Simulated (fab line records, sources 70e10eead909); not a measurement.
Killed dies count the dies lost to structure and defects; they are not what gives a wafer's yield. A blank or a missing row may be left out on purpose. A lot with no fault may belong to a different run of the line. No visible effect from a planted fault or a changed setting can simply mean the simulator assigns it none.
fab line records ; flow nand_harc
[record] lots = 12; wafers = 36; last_day = 30
route steps=1302 shown A_CONTACT@1051 END@1302
lots that met no fault: from a run of the same line without faults
start_h: hours from the record's opening day to when the first of the lot's shown wafers began ; wait_h: how many hours have passed since the lot's step before this one ; " the same as in the row above ; L1.1+2: a row that stands for several wafers ; - value missing, or start not given ; * or withheld: withheld ; < > ~ a bound
route shown NAME@n: NAME is a module with steps in the file, n the number in the route of the first one ; usual: mean and standard deviation over wafers with no fault ; same: alike in all rows ; chamber/n: place in a boat ; sites: per-site readings ; _std_site: standard deviation of those values ; _edge_site: the outer-site mean with the inner-site mean subtracted ; radius_mm: for every site, how far away it sits from the centre of the wafer ; mask NAME#n: copy n ; behind: the most recent tool/chamber to have shaped the wafer ; hold: reason for holding the lot/hours on hold/outcome of the hold ; device: the n, p or np transistor that did not switch ; end of line: tests of these same wafers at the route's end ; for a step that has no rows: nothing shown but its recipe ; killed: dies that structure and defects cost at the first sort, which is not the same as the wafer's yield ; map: shows each die of a wafer: x if killed, . if not, _ if none is there
set.NAME: the setting that was run; set.NAME@STEP: the one run at that earlier step ; model.NAME: the simulator's own value behind a step, which no gauge read
steps of the route over a sample of lots; a table a step, a row a wafer
services: when a tool's chamber went out of use (start_h, in hours from the record's first day, below 0 if earlier), for how many hours, and the reason
[[steps]]
[step NHARC_A_CONTACT_ETCH_128]
[recipe] source_w = withheld; pressure_mtorr = 20; bias_v = 3000; time_s = 197; target_depth_a = 19180; ar_flow_sccm = withheld; c4f8_flow_sccm = withheld; o2_flow_sccm = withheld; chemistry = C4F8/O2/Ar
lot.wafer;tool;chamber;start_h;wait_h;rf_hours_counter_h
L437.2;har_cap_etch-02;0;508.28;0.1;87
L437.1;har_cap_etch-02;1;508.28;0.1;87
L437.4;har_cap_etch-02;0;508.28;0.1;-
L438.1;har_cap_etch-03;0;515.31;0.1;47
L438.2;har_cap_etch-03;1;515.31;0.1;47
L438.5;har_cap_etch-03;1;515.31;0.1;-
L440.1;har_cap_etch-03;1;528.14;0.1;51
L440.2;har_cap_etch-03;0;528.14;0.1;51
L440.4;har_cap_etch-03;1;528.14;0.1;-
L441.2;har_cap_etch-02;1;539.77;0.1;94
L441.4;har_cap_etch-02;0;539.77;0.1;-
L441.5;har_cap_etch-02;1;539.77;0.1;-
L442.2;har_cap_etch-01;0;546.34;0.3;6
L442.1;har_cap_etch-01;1;546.34;0.3;6
L442.4;har_cap_etch-01;0;546.34;0.3;-
L443.2;har_cap_etch-01;0;560.60;0.1;8
L443.3;har_cap_etch-01;1;560.60;0.1;-
L443.5;har_cap_etch-01;0;560.60;0.1;-
L444.4;har_cap_etch-01;0;581.11;0.2;-
L444.6;har_cap_etch-01;1;581.11;0.2;-
L444.5;har_cap_etch-01;0;581.11;0.2;-
L446.2;har_cap_etch-02;0;592.57;0.1;103
L446.3;har_cap_etch-02;0;592.57;0.1;-
L446.5;har_cap_etch-02;1;592.57;0.1;-
L450.4;har_cap_etch-03;0;630.75;0.1;-
L450.5;har_cap_etch-03;1;630.75;0.1;-
L450.6;har_cap_etch-03;0;630.75;0.1;-
L449.1;har_cap_etch-02;0;635.45;0.1;113
L449.4;har_cap_etch-02;1;635.45;0.1;-
L449.3;har_cap_etch-02;0;635.45;0.1;-
L452.1;har_cap_etch-03;0;638.34;0.1;70
L452.2;har_cap_etch-03;1;638.34;0.1;70
L452.4;har_cap_etch-03;0;638.34;0.1;-
L454.2;har_cap_etch-01;0;663.06;0.1;25
L454.3;har_cap_etch-01;0;663.06;0.1;-
L454.6;har_cap_etch-01;1;663.06;0.1;-
[step NHARC_A_CONTACT_ETCH_106]
[recipe] target_depth_a = 900; overetch_a = 90; time_s = 49.5; ion_energy_ev = 100; cf4_flow_sccm = 80; o2_flow_sccm = 20; ar_flow_sccm = 0; rf_w = 300; bias_w = 100; chemistry = CF4/O2
[usual] drypump_motor_current_A = 6.1/0.38; mfc_ar_sccm = 0.013/0.014; o2_flow_sccm = 20.00/0.066; oes_product_au = 0.996/0.01; rf_vpp_V = 197.8/1.4; showerhead_plenum_p_Torr = 1.34/0.061; throttle_valve_pct = 13.397/0.0089
lot.wafer;tool;chamber;start_h;wait_h;drypump_motor_current_A;mfc_ar_sccm;o2_flow_sccm;oes_product_au;rf_hours_counter_h;rf_vpp_V;showerhead_plenum_p_Torr;throttle_valve_pct
L437.4;rie_diel-04;0;510.93;0.5;5.8;0.029;19.93;1.004;31;196.8;1.29;13.382
L437.1;rie_diel-04;1;510.93;0.5;6.6;0;19.97;1.013;30;200.6;1.44;13.394
L437.2;rie_diel-04;2;510.93;0.5;6.4;0.033;20.00;1.012;30;197.1;1.28;13.390
L438.1;rie_diel-01;3;517.52;0.1;6.2;0;19.97;1.000;46;195.6;1.26;13.409
L438.2;rie_diel-01;2;517.52;0.1;6.0;0.016;20.00;1.003;51;196.0;1.32;13.407
L438.5;rie_diel-01;3;517.52;0.1;6.2;0;20.02;0.999;-;197.4;1.26;13.401
L440.2;rie_diel-04;1;530.34;0.1;6.6;0;20.00;1.015;34;200.0;1.44;13.404
L440.1;rie_diel-04;3;530.34;0.1;6.4;0;19.94;1.020;36;198.1;1.34;13.392
L440.4;rie_diel-04;1;530.34;0.1;6.6;0;20.00;1.000;-;200.6;1.44;13.391
L441.2;rie_diel-04;0;541.93;0.1;5.8;0.029;20.12;0.992;0;197.9;1.29;13.404
L441.4;rie_diel-04;1;541.93;0.1;6.6;0;20.10;0.992;0;200.4;1.44;13.400
L441.5;rie_diel-04;3;541.93;0.1;6.4;0;19.89;1.012;-;198.6;1.34;13.385
L442.4;rie_diel-01;1;549.45;0.0;5.6;0.017;20.00;0.999;60;197.6;1.34;13.393
L442.1;rie_diel-01;3;549.45;0.0;6.2;0;20.03;1.003;59;196.1;1.26;13.412
L442.2;rie_diel-01;0;549.45;0.0;5.3;0.022;20.00;1.010;52;195.4;1.28;13.406
L443.3;rie_diel-04;1;563.13;0.1;6.6;0;20.01;0.994;3;198.8;1.44;13.398
L443.2;rie_diel-04;3;563.13;0.1;6.4;0;19.98;1.002;3;196.6;1.34;13.401
L443.5;rie_diel-04;2;563.13;0.1;6.3;0.033;20.13;1.001;-;195.8;1.28;13.385
L444.4;rie_diel-04;1;583.60;0.1;6.6;0;19.94;0.988;5;199.7;1.44;13.399
L444.5;rie_diel-04;1;583.60;0.1;6.6;0;19.95;0.995;-;201.2;1.44;13.405
L444.6;rie_diel-04;2;583.60;0.1;6.4;0.033;19.95;0.997;-;195.7;1.28;13.383
L446.2;rie_diel-01;1;594.72;0.0;5.6;0.017;19.99;0.979;7;198.2;1.34;13.390
L446.3;rie_diel-01;2;594.72;0.0;6.0;0.016;19.96;0.992;7;196.3;1.32;13.403
L446.5;rie_diel-01;2;594.72;0.0;6.0;0.016;20.04;0.993;-;196.5;1.32;13.400
L450.4;rie_diel-04;3;632.84;0.1;6.4;0;19.99;0.986;15;197.3;1.34;13.381
L450.5;rie_diel-04;3;632.84;0.1;6.4;0;20.04;1.002;-;197.6;1.34;13.405
L450.6;rie_diel-04;0;632.84;0.1;5.8;0.029;20.01;0.979;-;196.9;1.28;13.389
L449.1;rie_diel-04;3;637.61;0.1;6.4;0;19.99;1.002;16;197.3;1.34;13.400
L449.4;rie_diel-04;0;637.61;0.1;5.8;0.029;20.11;0.977;14;196.8;1.28;13.399
L449.3;rie_diel-04;1;637.61;0.1;6.6;0;20.04;0.995;15;199.4;1.43;13.400
L452.2;rie_diel-04;2;640.68;0.0;6.3;0.033;20.07;0.990;17;196.2;1.28;13.399
L452.1;rie_diel-04;3;640.68;0.0;6.4;0;20.10;1.004;16;197.6;1.34;13.399
L452.4;rie_diel-04;1;640.68;0.0;6.6;0;19.99;0.978;16;198.9;1.43;13.404
L454.2;rie_diel-04;0;665.24;0.0;5.8;0.029;19.87;0.980;19;196.7;1.28;13.408
L454.3;rie_diel-04;3;665.24;0.0;6.5;0;19.94;0.989;21;196.4;1.34;13.392
L454.6;rie_diel-04;1;665.24;0.0;6.6;0;19.93;0.995;-;198.8;1.43;13.398
[step NHARC_A_CONTACT_STRIP_82]
[recipe] o2_flow_sccm = 500; ar_flow_sccm = 0; bias_w = 0; chemistry = O2
[usual] bias_w = 0/0; chamber_pressure_mTorr = 60.00/0.053; drypump_motor_current_A = 6.1/0.39; mfc_ar_sccm = 0.012/0.014; o2_flow_sccm = 500.3/1.4; oes_product_au = 0.997/0.011; rf_vpp_V = 57.9/0.87; showerhead_plenum_p_Torr = 3.55/0.16; throttle_valve_pct = 17.037/0.0092
lot.wafer;tool;chamber;start_h;wait_h;bias_w;chamber_pressure_mTorr;drypump_motor_current_A;mfc_ar_sccm;o2_flow_sccm;oes_product_au;rf_hours_counter_h;rf_vpp_V;showerhead_plenum_p_Torr;throttle_valve_pct
L437.4;rie_diel-04;2;511.03;-;0;59.99;6.4;0.033;499.8;1.015;30;57.4;3.40;17.041
L437.1;rie_diel-04;3;511.03;-;0;60.01;6.5;0;500.0;1.007;32;58.4;3.55;17.041
L437.2;rie_diel-04;0;511.03;-;0;60.05;5.8;0.029;499.1;0.992;31;56.1;3.41;17.034
L438.2;rie_diel-01;2;517.65;-;0;60.04;6.0;0.016;498.5;1.014;51;57.6;3.50;17.037
L438.1;rie_diel-01;3;517.65;-;0;59.95;6.2;0;498.4;0.996;46;57.0;3.34;17.036
L438.5;rie_diel-01;3;517.65;-;0;59.96;6.3;0;500.4;0.991;-;58.0;3.34;17.035
L440.2;rie_diel-04;1;530.47;-;0;59.91;6.6;0;503.4;1.011;34;58.0;3.79;17.016
L440.1;rie_diel-04;3;530.47;-;0;60.07;6.4;0;500.5;1.014;36;57.9;3.55;17.036
L440.4;rie_diel-04;3;530.47;-;0;60.02;6.4;0;499.2;1.012;-;58.2;3.55;17.025
L441.2;rie_diel-04;3;542.01;-;0;59.99;6.4;0;500.1;1.004;0;58.7;3.55;17.042
L441.4;rie_diel-04;2;542.01;-;0;60.00;6.4;0.033;503.0;1.013;0;58.2;3.40;17.049
L441.5;rie_diel-04;0;542.01;-;0;59.93;5.8;0.029;499.2;0.996;-;57.5;3.41;17.034
L442.4;rie_diel-01;3;549.54;-;0;60.09;6.2;0;498.6;1.000;59;56.0;3.33;17.031
L442.2;rie_diel-01;1;549.54;-;0;59.99;5.7;0.017;497.8;0.997;60;58.6;3.54;17.025
L442.1;rie_diel-01;2;549.54;-;0;60.08;6.0;0.016;499.3;1.003;67;58.2;3.49;17.044
L443.2;rie_diel-04;1;563.21;-;0;59.98;6.6;0;500.0;1.004;3;57.2;3.79;17.025
L443.3;rie_diel-04;0;563.21;-;0;60.02;5.8;0.029;500.5;0.983;3;58.0;3.41;17.027
L443.5;rie_diel-04;1;563.21;-;0;59.84;6.6;0;499.0;0.997;-;58.6;3.79;17.037
L444.4;rie_diel-04;0;583.71;-;0;59.92;5.8;0.029;500.2;0.984;6;56.0;3.40;17.045
L444.6;rie_diel-04;3;583.71;-;0;59.95;6.4;0;499.4;1.001;-;58.1;3.55;17.016
L444.5;rie_diel-04;0;583.71;-;0;59.98;5.8;0.029;501.1;0.988;-;57.0;3.40;17.033
L446.2;rie_diel-01;1;594.85;-;0;60.03;5.6;0.017;501.6;0.993;7;57.8;3.54;17.043
L446.3;rie_diel-01;2;594.85;-;0;59.96;6.0;0.016;500.8;0.995;7;58.6;3.48;17.049
L446.5;rie_diel-01;3;594.85;-;0;60.02;6.3;0;497.2;0.997;-;56.5;3.33;17.011
L450.4;rie_diel-04;2;632.97;-;0;59.93;6.4;0.033;499.0;0.998;15;57.0;3.39;17.031
L450.6;rie_diel-04;0;632.97;-;0;59.96;5.8;0.029;499.6;0.985;-;58.0;3.40;17.021
L450.5;rie_diel-04;1;632.97;-;0;60.03;6.6;0;500.3;0.993;-;59.4;3.78;17.035
L449.1;rie_diel-04;0;637.69;-;-;-;-;-;-;-;-;-;-;-
L449.3;rie_diel-04;1;637.69;-;-;-;-;-;-;-;-;-;-;-
L449.4;rie_diel-04;3;637.69;-;-;-;-;-;-;-;-;-;-;-
L452.4;rie_diel-04;0;640.76;-;-;-;-;-;-;-;-;-;-;-
L452.2;rie_diel-04;1;640.76;-;-;-;-;-;-;-;-;-;-;-
L452.1;rie_diel-04;2;640.76;-;-;-;-;-;-;-;-;-;-;-
L454.2;rie_diel-04;2;665.34;-;-;-;-;-;-;-;-;-;-;-
L454.3;rie_diel-04;0;665.34;-;-;-;-;-;-;-;-;-;-;-
L454.6;rie_diel-04;1;665.34;-;-;-;-;-;-;-;-;-;-;-
[step NHARC_A_CONTACT_DEP_84]
[recipe] target_thk_a = 28000; temp_c = 400; material = aC
[usual] throttle_valve_pct = 34.999/0.0097
lot.wafer;tool;chamber;start_h;wait_h;throttle_valve_pct
L437.1;acl_dep-01;0;512.11;-;35.003
L437.2;acl_dep-01;0;512.11;-;34.994
L437.4;acl_dep-01;0;512.11;-;34.994
L438.1;acl_dep-01;0;518.24;-;34.995
L438.2;acl_dep-01;0;518.24;-;35.013
L438.5;acl_dep-01;0;518.24;-;34.988
L440.1;acl_dep-01;0;532.78;-;34.994
L440.2;acl_dep-01;0;532.78;-;34.987
L440.4;acl_dep-01;0;532.78;-;34.990
L441.2;acl_dep-02;0;542.87;-;34.992
L441.4;acl_dep-02;0;542.87;-;34.989
L441.5;acl_dep-02;0;542.87;-;34.989
L442.1;acl_dep-03;0;550.12;-;34.989
L442.2;acl_dep-03;0;550.12;-;34.990
L442.4;acl_dep-03;0;550.12;-;34.995
L443.2;acl_dep-03;0;567.10;-;35.001
L443.3;acl_dep-03;0;567.10;-;34.997
L443.5;acl_dep-03;0;567.10;-;34.981
L444.4;acl_dep-01;0;585.12;-;35.006
L444.5;acl_dep-01;0;585.12;-;34.997
L444.6;acl_dep-01;0;585.12;-;35.010
L446.2;acl_dep-03;0;597.29;-;34.995
L446.3;acl_dep-03;0;597.29;-;34.992
L446.5;acl_dep-03;0;597.29;-;35.012
L450.4;acl_dep-01;0;637.60;-;35.017
L450.5;acl_dep-01;0;637.60;-;34.986
L450.6;acl_dep-01;0;637.60;-;34.995
L449.1;acl_dep-02;0;639.67;-;35.014
L449.3;acl_dep-02;0;639.67;-;34.993
L449.4;acl_dep-02;0;639.67;-;35.000
L452.1;acl_dep-03;0;641.34;-;34.993
L452.2;acl_dep-03;0;641.34;-;34.997
L452.4;acl_dep-03;0;641.34;-;34.991
L454.2;acl_dep-02;0;666.18;-;34.997
L454.3;acl_dep-02;0;666.18;-;34.998
L454.6;acl_dep-02;0;666.18;-;35.010
[step NHARC_END_SORT_01]
[recipe] temp_c = 25
[usual] killed_at_array = 55/15; killed_at_other = 1.0/1.2; killed_at_periphery = 3.4/2.2; killed_dies = 59/15; killed_open = 3.2/2; killed_short = 2.5/1.7
[same] gross_dies = 677
lot.wafer;tool;chamber;start_h;wait_h;killed_at_array;killed_at_other;killed_at_periphery;killed_dies;killed_open;killed_short
L449.1;prober-01;0;696.22;2.5;676;1;0;677;4;0
L449.3;prober-01;0;697.82;3.1;672;0;5;677;4;6
L449.4;prober-01;0;698.62;3.4;674;2;1;677;4;1
L452.1;prober-02;0;696.39;2.5;673;0;4;677;4;2
L452.2;prober-02;0;697.20;2.8;670;0;7;677;2;2
L452.4;prober-02;0;698.83;3.4;672;1;4;677;7;2
L454.2;prober-01;0;719.91;2.8;670;0;7;677;2;1
L454.3;prober-01;0;720.72;3.1;668;0;9;677;3;4
L454.6;prober-01;0;723.16;4.1;669;0;8;677;4;3
// killed by level:class
L449.1 A_CONTACT:area_strip=622 A_SLIT:chamber_film_flake=31 A_CHANNEL_HOLE_D1:chamber_film_flake=7 A_CHANNEL_FILL_D2:chamber_film_flake=4 A_ONON_D1:geometric_particle:open=2 A_CHANNEL_FILL_D1:chamber_film_flake=2 A_STAIRCASE:chamber_film_flake=2 A_CHANNEL_FILL_D1:geometric_particle:open=1
L452.1 A_CONTACT:area_strip=621 A_CHANNEL_HOLE_D1:chamber_film_flake=31 A_STAIRCASE:chamber_film_flake=6 P_GATE:chamber_film_flake=3 A_CHANNEL_FILL_D2:chamber_film_flake=3 A_SLIT:chamber_film_flake=2 A_CONTACT:chamber_film_flake=2 P_GATE:geometric_particle:open=1
L452.2 A_CONTACT:area_strip=631 A_CHANNEL_HOLE_D1:chamber_film_flake=29 P_GATE:chamber_film_flake=5 A_WL_FILL:geometric_particle:open=2 A_CHANNEL_HOLE_D2:chamber_film_flake=2 A_ONON_D1:geometric_particle:short=1 A_CHANNEL_FILL_D2:geometric_particle:short=1 P_STI:chamber_film_flake=1
L449.3 A_CONTACT:area_strip=606 A_SLIT:chamber_film_flake=32 A_CHANNEL_HOLE_D1:chamber_film_flake=7 A_CHANNEL_FILL_D2:chamber_film_flake=7 A_STAIRCASE:chamber_film_flake=5 A_ONON_D1:geometric_particle:open=2 A_ONON_D1:geometric_particle:short=2 A_CONTACT:chamber_film_flake=2
L449.4 A_CONTACT:area_strip=614 A_SLIT:chamber_film_flake=33 A_CONTACT:chamber_film_flake=10 A_CHANNEL_HOLE_D1:chamber_film_flake=8 A_STAIRCASE:chamber_film_flake=4 A_CHANNEL_FILL_D1:geometric_particle:open=2 THIN_TSV:chamber_film_flake=2 A_ONON_D1:geometric_particle:open=1
L452.4 A_CONTACT:area_strip=624 A_CHANNEL_HOLE_D1:chamber_film_flake=33 A_CHANNEL_HOLE_D2:chamber_film_flake=4 P_GATE:chamber_film_flake=3 A_SLIT:chamber_film_flake=3 A_CHANNEL_FILL_D1:geometric_particle:open=2 P_CONTACT:geometric_particle:open=1 A_ONON_D1:geometric_particle:short=1
L454.2 A_CONTACT:area_strip=624 A_CHANNEL_HOLE_D1:chamber_film_flake=30 A_CONTACT:chamber_film_flake=8 P_CONTACT:chamber_film_flake=7 A_WL_FILL:chamber_film_flake=3 A_ONON_D1:geometric_particle:open=1 A_DECK1_JOINT:geometric_particle:open=1 A_CHANNEL_FILL_D2:geometric_particle:short=1
L454.3 A_CONTACT:area_strip=617 A_CHANNEL_HOLE_D1:chamber_film_flake=36 P_CONTACT:chamber_film_flake=5 A_WL_FILL:chamber_film_flake=3 P_CONTACT:geometric_particle:open=2 A_CHANNEL_FILL_D1:chamber_film_flake=2 A_CHANNEL_FILL_D2:chamber_film_flake=2 A_CONTACT:chamber_film_flake=2
L454.6 A_CONTACT:area_strip=628 A_CHANNEL_HOLE_D1:chamber_film_flake=29 P_CONTACT:chamber_film_flake=6 A_WL_FILL:chamber_film_flake=4 A_SLIT:chamber_film_flake=2 P_GATE:geometric_particle:open=1 P_M1:geometric_particle:short=1 A_ONON_D1:geometric_particle:open=1
[[services]]
tool;chamber;start_h;hours;kind
rie_diel-04;0;486.41;-;clean
rie_diel-04;1;486.41;-;clean
rie_diel-04;2;486.41;-;clean
rie_diel-04;3;486.41;-;clean
har_cap_etch-01;-;498.62;17.0;pm
rie_diel-04;0;510.92;-;clean
rie_diel-04;1;510.92;-;clean
rie_diel-04;2;510.92;-;clean
rie_diel-04;3;510.92;-;clean
rie_diel-04;-;531.90;9.0;pm
rie_diel-04;0;531.90;9.0;vent_cycle
rie_diel-04;1;531.90;9.0;vent_cycle
rie_diel-04;2;531.90;9.0;vent_cycle
rie_diel-04;3;531.90;9.0;vent_cycle
rie_diel-04;0;540.90;-;clean
rie_diel-04;1;540.90;-;clean
rie_diel-04;2;540.90;-;clean
acl_dep-01;-;553.32;13.0;pm
rie_diel-01;-;560.43;9.0;pm
rie_diel-04;-;564.49;1.0;repair
acl_dep-02;-;607.46;13.0;pm
rie_diel-04;0;614.54;6.1;repair
har_cap_etch-03;-;634.63;0.1;repair
acl_dep-03;-;662.53;13.0;pm
[[key]]
[first_sign] step = NHARC_A_CONTACT_STRIP_82; reading = tool_record; direction = missing
[effect] step = NHARC_END_SORT_01; reading = killed_dies; direction = up; sigmas = 42; usual = 59; struck = 677
[more_kills_born_at] NHARC_A_CONTACT_STRIP_82@rie_diel-04 = 5586
met_at NHARC_A_CONTACT_STRIP_82
struck_lots L449,L452,L454
later_rows_left_out L449.1,L449.3,L449.4,L452.1,L452.2,L452.4,L454.2,L454.3,L454.6
tester_left_out L449,L452,L454
not_acting_at NHARC_A_CONTACT_ETCH_128,NHARC_A_CONTACT_ETCH_106,NHARC_A_CONTACT_DEP_84
onset_between 632.97 637.69
[fault] kind = skipped_step_whole; tool = rie_diel-04; chamber = -; onset_h = 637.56; steps = NHARC_A_CONTACT_STRIP_82; scope = struck_lots_only
// tester_left_out: of these lots the tester's yield and bins aren't shown, on N5 and GAA mostly nor the transistor test; their killed dies are dies lost to structure and defects alone, not to doping, threshold or leakage, so they don't give the yield
// later_rows_left_out: the simulator's readings of these wafers behind a module that went badly wrong aren't trusted and aren't shown, but for the sort
